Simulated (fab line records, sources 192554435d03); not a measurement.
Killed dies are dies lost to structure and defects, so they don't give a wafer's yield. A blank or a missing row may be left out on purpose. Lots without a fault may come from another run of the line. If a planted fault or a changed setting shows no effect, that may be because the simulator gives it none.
Matching of chambers / flow n5Finfet / 3 sister chambers for N5_BEOL_M0_DEP_125 on pecvd-03
The step deposits SiCN from 3MS/NH3, target thk 8 nm, time 14 s. 14 wafers are shown with their chamber, then 7 later ones without.

## WAFERS WITH THEIR CHAMBER
wafer=L075.1; chamber=0; showerheadPlenumPTorr (Torr)=3.681; throttleValvePct (%)=8.8
wafer=L075.3; chamber=1; showerheadPlenumPTorr (Torr)=3.632; throttleValvePct (%)=9.1
wafer=L075.5; chamber=0; showerheadPlenumPTorr (Torr)=3.679; throttleValvePct (%)=8.8
wafer=L080.1; chamber=2; showerheadPlenumPTorr (Torr)=3.673; throttleValvePct (%)=9.8
wafer=L080.2; chamber=1; showerheadPlenumPTorr (Torr)=3.639; throttleValvePct (%)=8.9
wafer=L080.3; chamber=0; showerheadPlenumPTorr (Torr)=3.682; throttleValvePct (%)=8.6
wafer=L082.4; chamber=2; showerheadPlenumPTorr (Torr)=3.664; throttleValvePct (%)=9.8
wafer=L082.5; chamber=0; showerheadPlenumPTorr (Torr)=3.680; throttleValvePct (%)=8.7
wafer=L082.6; chamber=1; showerheadPlenumPTorr (Torr)=3.642; throttleValvePct (%)=9.1
wafer=L084.1; chamber=1; showerheadPlenumPTorr (Torr)=3.636; throttleValvePct (%)=9.0
wafer=L084.4; chamber=1; showerheadPlenumPTorr (Torr)=3.639; throttleValvePct (%)=8.7
wafer=L084.6; chamber=2; showerheadPlenumPTorr (Torr)=3.662; throttleValvePct (%)=9.7
wafer=L087.1; chamber=1; showerheadPlenumPTorr (Torr)=3.642; throttleValvePct (%)=8.6
wafer=L087.4; chamber=0; showerheadPlenumPTorr (Torr)=3.675; throttleValvePct (%)=8.8

SIGNATURES (averages over the wafers above)
reading=showerheadPlenumPTorr; chamber 0=3.67940; chamber 1=3.63833; chamber 2=3.66633; scatter within a chamber=0.00395
reading=throttleValvePct; chamber 0=8.740; chamber 1=8.900; chamber 2=9.767; scatter within a chamber=0.153
Rule: a wafer's distance from a chamber is the root of the sum, over the readings, of the square of ((its reading less the chamber's mean) divided by the reading's scatter). The wafer belongs to the nearest chamber; if the next one is less than 2 further off, it can't be placed. The scatter is the square root of a quotient: the sum, over the shown wafers, of each reading's squared deviation from its chamber's mean, divided by wafers minus chambers.

## WAFERS WITH NO CHAMBER GIVEN
wafer=L087.5; showerheadPlenumPTorr (Torr)=3.667; throttleValvePct (%)=10.0
wafer=L088.1; showerheadPlenumPTorr (Torr)=3.678; throttleValvePct (%)=8.5
wafer=L088.3; showerheadPlenumPTorr (Torr)=3.675; throttleValvePct (%)=8.8
wafer=L088.6; showerheadPlenumPTorr (Torr)=3.673; throttleValvePct (%)=8.9
wafer=L095.2; showerheadPlenumPTorr (Torr)=3.644; throttleValvePct (%)=8.9
wafer=L095.3; showerheadPlenumPTorr (Torr)=3.665; throttleValvePct (%)=8.8
wafer=L095.5; showerheadPlenumPTorr (Torr)=3.670; throttleValvePct (%)=8.8

## EACH ONE'S CHAMBER
wafer=L087.5; from the rows above=2; in truth=2
wafer=L088.1; from the rows above=0; in truth=0
wafer=L088.3; from the rows above=0; in truth=0
wafer=L088.6; from the rows above=0; in truth=0
wafer=L095.2; from the rows above=1; in truth=1
wafer=L095.3; from the rows above=0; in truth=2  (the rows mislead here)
wafer=L095.5; from the rows above=0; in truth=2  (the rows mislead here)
5 of 7 placed correctly. Can't be placed from these rows: 0. Number placed wrongly: 2.
